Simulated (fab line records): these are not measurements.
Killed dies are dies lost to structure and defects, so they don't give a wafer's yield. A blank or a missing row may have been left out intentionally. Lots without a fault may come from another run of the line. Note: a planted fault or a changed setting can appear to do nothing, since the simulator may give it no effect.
Which of the tools did it? | flow nand-harc | 18 lots with 54 wafers sampled at 3 steps, on a route of 1302 steps

## WHAT THE GAUGES READ, wafer by wafer
NHARC_P_ZERO_WELL_CD_MEAS_37 targets a cd of 720 nm.
lot  | measured     | on        | cd-nm (nm)
L075 | day 2 10:11  | cd-sem-03 | 719.1 719.8 719.4
L076 | day 2 20:18  | cd-sem-02 | 720.2 721.5 722.6
L078 | day 3 16:16  | cd-sem-03 | 721.6 718.7 721.7
L079 | day 4 02:16  | cd-sem-02 | 720.3 720.0 720.0
L080 | day 4 12:13  | cd-sem-02 | 719.7 721.9 720.7
L082 | day 5 08:08  | cd-sem-01 | 719.3 720.1 719.4
L085 | day 6 14:19  | cd-sem-02 | 720.2 719.6 717.7
L086 | day 7 00:16  | cd-sem-02 | 719.0 720.4 720.0
L087 | day 7 10:06  | cd-sem-01 | 720.0 721.2 720.1
L088 | day 7 20:04  | cd-sem-01 | 722.3 722.8 720.7
L089 | day 8 06:10  | cd-sem-01 | 720.8 720.7 721.5
L090 | day 8 16:00  | cd-sem-03 | 719.7 718.9 717.9
L091 | day 9 02:07  | cd-sem-02 | 719.2 719.1 718.2
L093 | day 9 22:07  | cd-sem-01 | 717.3 719.2 719.3
L094 | day 10 09:03 | cd-sem-03 | 721.2 722.0 721.1
L095 | day 10 17:59 | cd-sem-03 | 721.2 722.1 720.7
L096 | day 11 04:05 | cd-sem-01 | 719.3 718.9 720.1
L097 | day 11 14:22 | cd-sem-02 | 718.6 718.3 719.6

## WHICH TOOL RAN EACH LOT (tool, then ch and the chambers of the sampled wafers, then the start)
lot  | NHARC_P_ZERO_WELL_DESCUM_13        | NHARC_P_ZERO_WELL_ETCH_62
L075 | rie-diel-09 ch 0,2, day 2 07:23    | rie-diel-09 ch 0,1, day 2 10:11 or earlier
L076 | rie-diel-09 ch 0,1,2, day 2 17:23  | rie-diel-09 ch 0,1,2, day 2 20:18 or earlier
L078 | rie-diel-13 ch 1,2, day 3 13:23    | rie-diel-13 ch 0,1,2, day 3 16:16 or earlier
L079 | rie-diel-13 ch 0,1, day 3 23:17    | rie-diel-13 ch 0,2,3, day 4 02:16 or earlier
L080 | rie-diel-13 ch 0,1,3, day 4 09:25  | rie-diel-13 ch 0,1,3, day 4 12:13 or earlier
L082 | rie-diel-13 ch 0,2,3, day 5 05:25  | rie-diel-13 ch 2,3, day 5 08:08 or earlier
L085 | rie-diel-12 ch 0,1, day 6 11:37    | rie-diel-12 ch 0,1, day 6 14:19 or earlier
L086 | rie-diel-12 ch 0,2,3, day 6 21:35  | rie-diel-12 ch 2,3, day 7 00:16 or earlier
L087 | rie-diel-13 ch 0,1,2, day 7 07:22  | rie-diel-13 ch 0,1,2, day 7 10:06 or earlier
L088 | rie-diel-09 ch 0,2, day 7 17:19    | rie-diel-09 ch 0,1,3, day 7 20:04 or earlier
L089 | rie-diel-09 ch 1,2,3, day 8 03:16  | rie-diel-09 ch 1,2,3, day 8 06:10 or earlier
L090 | rie-diel-13 ch 0,1,3, day 8 13:18  | rie-diel-13 ch 0,1, day 8 16:00 or earlier
L091 | rie-diel-09 ch 0,1,2, day 8 23:25  | rie-diel-09 ch 0,2,3, day 9 02:07 or earlier
L093 | rie-diel-13 ch 0,2,3, day 9 19:25  | rie-diel-13 ch 0,1,3, day 9 22:07 or earlier
L094 | rie-diel-09 ch 0,2,3, day 10 06:22 | rie-diel-09 ch 1,2, day 10 09:03 or earlier
L095 | rie-diel-13 ch 0,2,3, day 10 15:17 | rie-diel-13 ch 1,2,3, day 10 17:59 or earlier
L096 | rie-diel-09 ch 0,3, day 11 01:24   | rie-diel-09 ch 0,1,3, day 11 04:05 or earlier
L097 | rie-diel-13 ch 1,2, day 11 11:26   | rie-diel-13 ch 1,2,3, day 11 14:22 or earlier
- NHARC_P_ZERO_WELL_DESCUM_13: chemistry O2, time 3 s.
- NHARC_P_ZERO_WELL_ETCH_62: etches the open film in CHF3/Ar, target depth 13 nm, time 6.5 s.

## WHAT THE TOOLS THEMSELVES READ (means of the sampled wafers that have a number; where no wafer has one, the mark that the record gives instead)
NHARC_P_ZERO_WELL_DESCUM_13.
lot  | tool        | chamber-pressure-mTorr (mTorr) | drypump-motor-current-A (A) | oes-product-au (a.u.) | rf-vpp-V (V) | showerhead-plenum-p-Torr (Torr) | throttle-valve-pct (%)
L075 | rie-diel-09 | 59.95                          | 5.6                         | 0.990                 | 58.3         | 1.97                            | 11.312
L076 | rie-diel-09 | 59.95                          | 5.5                         | 0.992                 | 58.5         | 1.91                            | 11.307
L078 | rie-diel-13 | 59.99                          | 5.5                         | 1.006                 | 57.9         | 1.88                            | 11.309
L079 | rie-diel-13 | 60.03                          | 6.1                         | 1.005                 | 58.5         | 1.88                            | 11.312
L080 | rie-diel-13 | 59.92                          | 5.6                         | 1.005                 | 58.3         | 1.94                            | 11.308
L082 | rie-diel-13 | 59.96                          | 5.7                         | 0.997                 | 57.8         | 1.91                            | 11.312
L085 | rie-diel-12 | 59.99                          | 4.9                         | 1.015                 | 58.2         | 1.88                            | 11.311
L086 | rie-diel-12 | 60.01                          | 5.9                         | 1.000                 | 57.5         | 1.90                            | 11.315
L087 | rie-diel-13 | 60.00                          | 5.8                         | 1.009                 | 57.3         | 1.87                            | 11.310
L088 | rie-diel-09 | 60.00                          | 5.6                         | 0.992                 | 57.3         | 1.95                            | 11.315
L089 | rie-diel-09 | 60.05                          | 5.9                         | 0.999                 | 58.2         | 1.92                            | 11.304
L090 | rie-diel-13 | 60.02                          | 5.5                         | 0.998                 | 57.4         | 1.92                            | 11.311
L091 | rie-diel-09 | 60.00                          | 5.5                         | 0.991                 | 57.9         | 1.89                            | 11.308
L093 | rie-diel-13 | 60.01                          | 5.7                         | 1.007                 | 58.4         | 1.90                            | 11.314
L094 | rie-diel-09 | 60.03                          | 5.8                         | 0.994                 | 57.8         | 1.96                            | 11.313
L095 | rie-diel-13 | 59.99                          | 5.7                         | 1.000                 | 57.8         | 1.89                            | 11.309
L096 | rie-diel-09 | 59.96                          | 6.1                         | 0.993                 | 57.7         | 1.97                            | 11.316
L097 | rie-diel-13 | 60.01                          | 5.4                         | 0.999                 | 58.6         | 1.89                            | 11.312

NHARC_P_ZERO_WELL_ETCH_62.
lot  | tool        | chamber-pressure-mTorr (mTorr) | drypump-motor-current-A (A) | oes-product-au (a.u.) | rf-fwd-power-W (W) | rf-vpp-V (V) | showerhead-plenum-p-Torr (Torr) | throttle-valve-pct (%)
L075 | rie-diel-09 | 24.995                         | 5.4                         | 0.960                 | 487.0              | 369.2        | 2.27                            | 20.214
L076 | rie-diel-09 | 25.010                         | 5.5                         | 0.949                 | 488.2              | 369.7        | 2.33                            | 20.220
L078 | rie-diel-13 | 25.001                         | 5.8                         | 0.974                 | 488.6              | 370.0        | 2.30                            | 20.206
L079 | rie-diel-13 | 24.979                         | 5.7                         | 0.929                 | 489.5              | 370.3        | 2.34                            | 20.226
L080 | rie-diel-13 | 25.019                         | 5.5                         | 0.974                 | 487.5              | 370.9        | 2.37                            | 20.216
L082 | rie-diel-13 | 25.017                         | 5.5                         | 0.955                 | 486.6              | 371.1        | 2.34                            | 20.222
L085 | rie-diel-12 | 25.009                         | 4.9                         | 0.945                 | 487.1              | 369.6        | 2.30                            | 20.212
L086 | rie-diel-12 | 25.016                         | 6.4                         | 0.945                 | 487.0              | 370.2        | 2.35                            | 20.216
L087 | rie-diel-13 | 24.992                         | 5.8                         | 0.941                 | 489.2              | 368.4        | 2.29                            | 20.224
L088 | rie-diel-09 | 25.007                         | 5.7                         | 0.967                 | 488.0              | 370.7        | 2.34                            | 20.211
L089 | rie-diel-09 | 25.022                         | 5.9                         | 0.952                 | 489.2              | 371.4        | 2.36                            | 20.211
L090 | rie-diel-13 | 24.995                         | 6.0                         | 0.970                 | 488.8              | 368.1        | 2.28                            | 20.218
L091 | rie-diel-09 | 25.022                         | 5.8                         | 0.967                 | 489.1              | 371.7        | 2.40                            | 20.221
L093 | rie-diel-13 | 24.995                         | 5.5                         | 0.976                 | 489.3              | 370.7        | 2.35                            | 20.212
L094 | rie-diel-09 | 24.999                         | 5.6                         | 0.949                 | 488.6              | 368.8        | 2.26                            | 20.214
L095 | rie-diel-13 | 24.991                         | 5.3                         | 0.977                 | 488.1              | 371.8        | 2.35                            | 20.223
L096 | rie-diel-09 | 24.992                         | 5.8                         | 0.972                 | 488.2              | 370.2        | 2.33                            | 20.213
L097 | rie-diel-13 | 24.994                         | 5.3                         | 0.947                 | 488.4              | 370.8        | 2.35                            | 20.210

## THE ANSWER, worked out from the rows above alone
Rule: usual is defined by the lots themselves. Put in order of their means at a reading, lots are off if they are a third of the lots or fewer, leave a main group of 4 or more, and stand apart from it by a gap of 3 or more times the standard deviation of the main group's means; of several such gaps the widest counts. A main group whose means are all the same, to the digits that the tables above print for the reading, isn't used. A lot without any number at a reading at which 4 lots or more have one is off too. Any other lot the step has rows for is counted as sound. After the gauges, taken in route order, come the tools' own readings; for these a lot's mean is taken, as printed above. The first step at which some lot is off is used, and at that step the reading that is off furthest; a lot without a number counts as furthest.
Nothing can be told from this: no lot is off at any reading shown.

## WHAT THE SIMULATOR HAD INSERTED
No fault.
